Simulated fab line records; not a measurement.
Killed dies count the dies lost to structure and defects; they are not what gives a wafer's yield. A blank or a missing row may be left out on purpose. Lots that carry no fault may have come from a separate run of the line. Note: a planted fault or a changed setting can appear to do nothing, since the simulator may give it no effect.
What tool caused it? + flow nand harc + Sampling: 9 lots, 25 wafers, 9 of 1302 route steps

## WHAT EACH GAUGE READ, for each wafer
NHARC_A_ONON_D2_THK_MEAS_24: measures by ellipsometry. Usual: thk nm reads 1000 nm (standard deviation 11).
| lot  | measured     | on            | thk nm (nm)    | flag |
|------|--------------|---------------|----------------|------|
| L924 | day 13 11:11 | film metro-01 | 986 984 984    |      |
| L926 | day 14 04:50 | film metro-02 | 1009 1008 1009 |      |
| L934 | day 17 06:29 | film metro-02 | 981 979 981    |      |
| L935 | day 17 20:55 | film metro-01 | 1003 1003 1003 |      |
| L937 | day 19 01:32 | film metro-01 | 998            |      |
| L938 | day 19 10:54 | film metro-01 | 1020 1021 1017 |      |
| L942 | day 20 21:25 | film metro-02 | 1002 1003 1002 |      |
| L943 | day 21 15:11 | film metro-02 | 995 996 994    |      |
| L944 | day 21 15:13 | film metro-01 | 1007 1006 1008 |      |

NHARC_A_CHANNEL_HOLE_D2_CD_MEAS_10: the cd target is 100 nm. Usual: cd nm reads 100.0 nm (standard deviation 0.49).
| lot  | measured     | on        | cd nm (nm)                    | flag |
|------|--------------|-----------|-------------------------------|------|
| L924 | day 13 15:27 | cd sem-03 | 100.1 100.1 100.4             |      |
| L926 | day 14 10:05 | cd sem-01 | 99.7 99.8 99.6                |      |
| L934 | day 17 12:37 | cd sem-01 | 100.4 100.4 100.2             |      |
| L935 | day 18 01:19 | cd sem-03 | 89.8 99.5 90.0 90.0 99.8 89.5 | OFF  |
| L937 | day 19 07:43 | cd sem-02 | 89.2 89.9                     | OFF  |
| L938 | day 19 18:27 | cd sem-03 | 100.4 100.0 100.5             |      |
| L942 | day 21 01:41 | cd sem-02 | 99.8 99.7 99.6                |      |
| L943 | day 21 20:05 | cd sem-03 | 100.0 99.7 99.4               |      |
| L944 | day 21 20:25 | cd sem-01 | 101.0 100.3 100.8             |      |

NHARC_A_CHANNEL_HOLE_D2_CD_MEAS_18. Usual: cd nm reads 99.9 nm (standard deviation 2.4).
| lot  | measured     | on        | cd nm (nm)                    | flag |
|------|--------------|-----------|-------------------------------|------|
| L924 | day 13 16:58 | cd sem-02 | 100.5 99.1 95.4               |      |
| L926 | day 14 11:23 | cd sem-01 | 98.1 99.7 99.2                |      |
| L934 | day 17 13:55 | cd sem-01 | 106.3 103.2 104.3             |      |
| L935 | day 18 04:53 | cd sem-02 | 86.9 96.4 90.5 87.0 96.6 90.5 | OFF  |
| L937 | day 19 10:11 | cd sem-02 | 88.6 88.9                     | OFF  |
| L938 | day 19 20:11 | cd sem-01 | 105.3 102.1 103.2             |      |
| L942 | day 21 02:58 | cd sem-01 | 100.9 100.8 102.2             |      |
| L943 | day 21 21:23 | cd sem-01 | 98.8 98.7 102.0               |      |
| L944 | day 21 21:43 | cd sem-01 | 99.1 99.3 96.6                |      |

NHARC_A_CHANNEL_HOLE_D2_CD_MEAS_31. Usual: cd nm reads 89.9 nm (standard deviation 1.3).
| lot  | measured     | on        | cd nm (nm)                    | flag |
|------|--------------|-----------|-------------------------------|------|
| L924 | day 13 22:32 | cd sem-01 | 90.5 89.3 88.9                |      |
| L926 | day 14 16:59 | cd sem-03 | 89.6 87.4 90.4                |      |
| L934 | day 17 19:43 | cd sem-03 | 91.4 91.2 91.1                |      |
| L935 | day 18 17:28 | cd sem-02 | 81.9 89.5 80.1 81.9 89.9 80.2 | OFF  |
| L937 | day 20 05:44 | cd sem-02 | 80.3 80.0                     | OFF  |
| L938 | day 20 02:46 | cd sem-02 | 89.5 88.5 89.6                |      |
| L942 | day 21 10:59 | cd sem-02 | 89.5 90.1 89.4                |      |
| L943 | day 22 02:58 | cd sem-03 | 90.9 89.6 90.7                |      |
| L944 | day 22 03:27 | cd sem-01 | 89.9 89.9 90.1                |      |

NHARC_END_SORT_01. Usual: killed at array 55, standard deviation 12; killed at other 1.0, standard deviation 1.2; killed at periphery 3.9, standard deviation 2.6; killed dies 60, standard deviation 12; killed open 3.3, standard deviation 1.9; killed short 2.5, standard deviation 1.8.
| lot  | measured     | on        | killed at array | killed at other | killed at periphery | killed dies | killed open | killed short | flag |
|------|--------------|-----------|-----------------|-----------------|---------------------|-------------|-------------|--------------|------|
| L935 | day 29 02:24 | prober-01 | 55 50           | 1 0             | 1 1                 | 57 51       | 3 4         | 5 1          |      |
| L937 | day 30 09:41 | prober-01 | 40              | 0               | 5                   | 45          | 5           | 3            |      |

## EACH LOT AND THE TOOL THAT RAN IT (in order: tool; ch and the chambers of the sampled wafers; start)
| lot  | NHARC_A_CHANNEL_HOLE_D2_PEB_08    | NHARC_A_CHANNEL_HOLE_D2_ETCH_38    | NHARC_A_CHANNEL_HOLE_D2_ETCH_39               | NHARC_A_CHANNEL_HOLE_D2_XSEM_32 |
|------|-----------------------------------|------------------------------------|-----------------------------------------------|---------------------------------|
| L924 | litho track-04 ch 0, day 13 15:22 | rie diel-08 ch 0,1,2, day 13 15:44 | rie diel-08 ch 0,1,2, day 13 16:58 or earlier | xsem-01 ch 0, day 13 22:38      |
| L926 | litho track-06 ch 0, day 14 10:01 | rie diel-04 ch 0,1,3, day 14 10:22 | rie diel-04 ch 1,2,3, day 14 11:23 or earlier | xsem-01 ch 0, day 14 17:05      |
| L934 | litho track-04 ch 0, day 17 12:32 | rie diel-09 ch 1,3, day 17 12:53   | rie diel-09 ch 1,3, day 17 13:55 or earlier   | xsem-01 ch 0, day 17 19:47      |
| L935 | litho track-06 ch 0, day 18 01:13 | rie diel-08 ch 0,1, day 18 03:51   | rie diel-08 ch 0,2,3, day 18 04:53 or earlier | xsem-02 ch 0, day 18 20:19      |
| L937 | litho track-06 ch 0, day 19 07:38 | rie diel-08 ch 0, day 19 09:11     | rie diel-08 ch 0, day 19 10:11 or earlier     | xsem-02 ch 0, day 20 07:51      |
| L938 | litho track-01 ch 0, day 19 18:22 | rie diel-09 ch 0,1,3, day 19 18:44 | rie diel-09 ch 0,1, day 19 20:11 or earlier   | xsem-01 ch 0, day 20 02:51      |
| L942 | litho track-01 ch 0, day 21 01:36 | rie diel-09 ch 0,1,3, day 21 01:57 | rie diel-09 ch 0,1, day 21 02:58 or earlier   | xsem-02 ch 0, day 21 11:05      |
| L943 | litho track-04 ch 0, day 21 20:00 | rie diel-04 ch 0,1,3, day 21 20:22 | rie diel-04 ch 1,2,3, day 21 21:23 or earlier | xsem-02 ch 0, day 22 03:03      |
| L944 | litho track-01 ch 0, day 21 20:20 | rie diel-08 ch 0,1,3, day 21 20:41 | rie diel-08 ch 0,1,2, day 21 21:43 or earlier | xsem-01 ch 0, day 22 03:32      |
- NHARC_A_CHANNEL_HOLE_D2_PEB_08: peb time 65 s.
- NHARC_A_CHANNEL_HOLE_D2_ETCH_38: etches the open film in CF4, target depth 39 nm, time 65 s.
- NHARC_A_CHANNEL_HOLE_D2_ETCH_39: etches the open film in N2/H2, target depth 260 nm, time 325 s.
- NHARC_A_CHANNEL_HOLE_D2_XSEM_32

## AS READ BY THE TOOLS THEMSELVES (means over the sampled wafers that have a number; for cases with no such wafer, the mark the record gives instead)
NHARC_A_CHANNEL_HOLE_D2_PEB_08. Usual: heater power total W reads 156.7 W (standard deviation 0.41).
| lot  | tool           | heater power total W (W) | flag |
|------|----------------|--------------------------|------|
| L924 | litho track-04 | 156.8                    |      |
| L926 | litho track-06 | 156.5                    |      |
| L934 | litho track-04 | 157.0                    |      |
| L935 | litho track-06 | 177.5                    | OFF  |
| L937 | litho track-06 | 188.7                    | OFF  |
| L938 | litho track-01 | 156.6                    |      |
| L942 | litho track-01 | 157.0                    |      |
| L943 | litho track-04 | 156.8                    |      |
| L944 | litho track-01 | 156.7                    |      |

NHARC_A_CHANNEL_HOLE_D2_ETCH_38. Usual: value, then standard deviation, for each; chamber pressure mTorr 50.00 mTorr / 0.044; drypump motor current A 5.8 A / 0.53; oes product au 1.001 a.u. / 0.0092; rf fwd power W 297.2 W / 1.2; rf vpp V 151.1 V / 1.1; showerhead plenum p Torr 1.76 Torr / 0.056; throttle valve pct 13.283 % / 0.0082.
| lot  | tool        | chamber pressure mTorr (mTorr) | drypump motor current A (A) | oes product au (a.u.) | rf fwd power W (W) | rf vpp V (V) | showerhead plenum p Torr (Torr) | throttle valve pct (%) | flag |
|------|-------------|--------------------------------|-----------------------------|-----------------------|--------------------|--------------|---------------------------------|------------------------|------|
| L924 | rie diel-08 | 49.98                          | 6.0                         | 1.012                 | 296.8              | 151.4        | 1.76                            | 13.284                 |      |
| L926 | rie diel-04 | 49.93                          | 6.0                         | 0.991                 | 297.4              | 151.2        | 1.73                            | 13.279                 |      |
| L934 | rie diel-09 | 50.03                          | 5.3                         | 1.000                 | 297.2              | 150.9        | 1.74                            | 13.285                 |      |
| L935 | rie diel-08 | 50.06                          | 5.7                         | 1.006                 | 296.3              | 151.5        | 1.75                            | 13.282                 |      |
| L937 | rie diel-08 | 50.03                          | 5.5                         | 1.000                 | 296.9              | 150.6        | 1.73                            | 13.274                 |      |
| L938 | rie diel-09 | 50.01                          | 5.2                         | 0.994                 | 297.7              | 149.4        | 1.72                            | 13.274                 |      |
| L942 | rie diel-09 | 50.00                          | 5.2                         | 0.994                 | 297.4              | 150.6        | 1.72                            | 13.282                 |      |
| L943 | rie diel-04 | 49.97                          | 6.0                         | 0.996                 | 297.1              | 150.6        | 1.72                            | 13.288                 |      |
| L944 | rie diel-08 | 50.00                          | 5.8                         | 1.009                 | 297.7              | 152.2        | 1.79                            | 13.280                 |      |

NHARC_A_CHANNEL_HOLE_D2_ETCH_39. Usual: value, then standard deviation, for each; chamber pressure mTorr 30.000 mTorr / 0.03; drypump motor current A 5.8 A / 0.55; oes product au 1.000 a.u. / 0.0095; rf fwd power W 399.2 W / 1.3; rf vpp V 430.0 V / 2.1; showerhead plenum p Torr 2.02 Torr / 0.073; throttle valve pct 14.171 % / 0.0091.
| lot  | tool        | chamber pressure mTorr (mTorr) | drypump motor current A (A) | oes product au (a.u.) | rf fwd power W (W) | rf vpp V (V) | showerhead plenum p Torr (Torr) | throttle valve pct (%) | flag |
|------|-------------|--------------------------------|-----------------------------|-----------------------|--------------------|--------------|---------------------------------|------------------------|------|
| L924 | rie diel-08 | 29.990                         | 6.1                         | 1.013                 | 399.7              | 430.2        | 2.03                            | 14.173                 |      |
| L926 | rie diel-04 | 29.998                         | 6.0                         | 0.996                 | 398.2              | 430.0        | 2.01                            | 14.177                 |      |
| L934 | rie diel-09 | 29.986                         | 5.3                         | 0.992                 | 398.4              | 429.4        | 2.01                            | 14.162                 |      |
| L935 | rie diel-08 | 30.000                         | 6.1                         | 1.005                 | 399.0              | 431.9        | 2.06                            | 14.166                 |      |
| L937 | rie diel-08 | 29.991                         | 5.5                         | 0.990                 | 400.4              | 429.4        | 1.99                            | 14.192                 |      |
| L938 | rie diel-09 | 30.007                         | 5.2                         | 0.993                 | 399.7              | 428.9        | 1.99                            | 14.172                 |      |
| L942 | rie diel-09 | 30.038                         | 5.1                         | 1.008                 | 399.0              | 428.5        | 1.94                            | 14.166                 |      |
| L943 | rie diel-04 | 29.997                         | 6.1                         | 0.993                 | 400.8              | 429.5        | 2.00                            | 14.167                 |      |
| L944 | rie diel-08 | 30.012                         | 6.1                         | 0.997                 | 398.6              | 430.0        | 2.03                            | 14.161                 |      |

NHARC_A_CHANNEL_HOLE_D2_XSEM_32. Usual: bot cd nm 74.4 nm, standard deviation 1.4; bow nm 8.64 nm, standard deviation 0.27; tilt deg 0.05 degrees, standard deviation 0.041.
| lot  | tool    | bot cd nm (nm) | bow nm (nm) | tilt deg (degrees) | flag |
|------|---------|----------------|-------------|--------------------|------|
| L924 | xsem-01 | 74.0           | 8.75        | 0.08               |      |
| L926 | xsem-01 | 73.4           | 8.69        | 0.09               |      |
| L934 | xsem-01 | 76.0           | 8.67        | 0.12               |      |
| L935 | xsem-02 | 68.4           | 8.37        | -0.02              | OFF  |
| L937 | xsem-02 | 65.0           | 9.13        | 0.02               | OFF  |
| L938 | xsem-01 | 72.5           | 8.55        | 0.06               |      |
| L942 | xsem-02 | 74.7           | 8.02        | 0.07               |      |
| L943 | xsem-02 | 74.6           | 8.72        | 0.00               |      |
| L944 | xsem-01 | 74.0           | 8.95        | -0.02              |      |

## THE ANSWER, worked out from the rows above alone
Rule: a lot is off if the mean of its wafers that have a number lies more than 3 standard deviations from the usual mean. A lot without any number at a reading at which 4 lots or more have one is off too. The other lots that the step has rows for count as sound. The gauges are gone through in route order, then the tools' own readings, and for those a lot's mean is taken as printed above. The first step at which some lot is off is used, and at that step the reading that is off furthest; a lot without a number counts as furthest.
Off at NHARC_A_CHANNEL_HOLE_D2_CD_MEAS_10 (cd nm): L935, L937.
A tool fits if, at a process step before that reading, it ran every lot that is off, and no sound lot after the first of them. Not tried: the gauges at NHARC_A_CHANNEL_HOLE_D2_CD_MEAS_10; whatever is off there is also off at NHARC_A_CHANNEL_HOLE_D2_PEB_08, on other tools, and gauge error can't account for it. One fits: NHARC_A_CHANNEL_HOLE_D2_PEB_08 on litho track-06. Its last sound lot is L926 (day 14 10:01), its first lot that is off L935 (day 18 01:13): a fault that began between those two fits.
On the lots that are off, the tool's own readings at NHARC_A_CHANNEL_HOLE_D2_PEB_08 differ by more than 5 times the standard deviation of the sound lots' means, which bears it out; heater power total W reads 183.1 W there versus 156.8 W on the sound lots.

## WHAT THE SIMULATOR HAD INSERTED
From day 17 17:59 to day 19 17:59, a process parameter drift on litho track-06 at NHARC_A_CHANNEL_HOLE_D2_PEB_08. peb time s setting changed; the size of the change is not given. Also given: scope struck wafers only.
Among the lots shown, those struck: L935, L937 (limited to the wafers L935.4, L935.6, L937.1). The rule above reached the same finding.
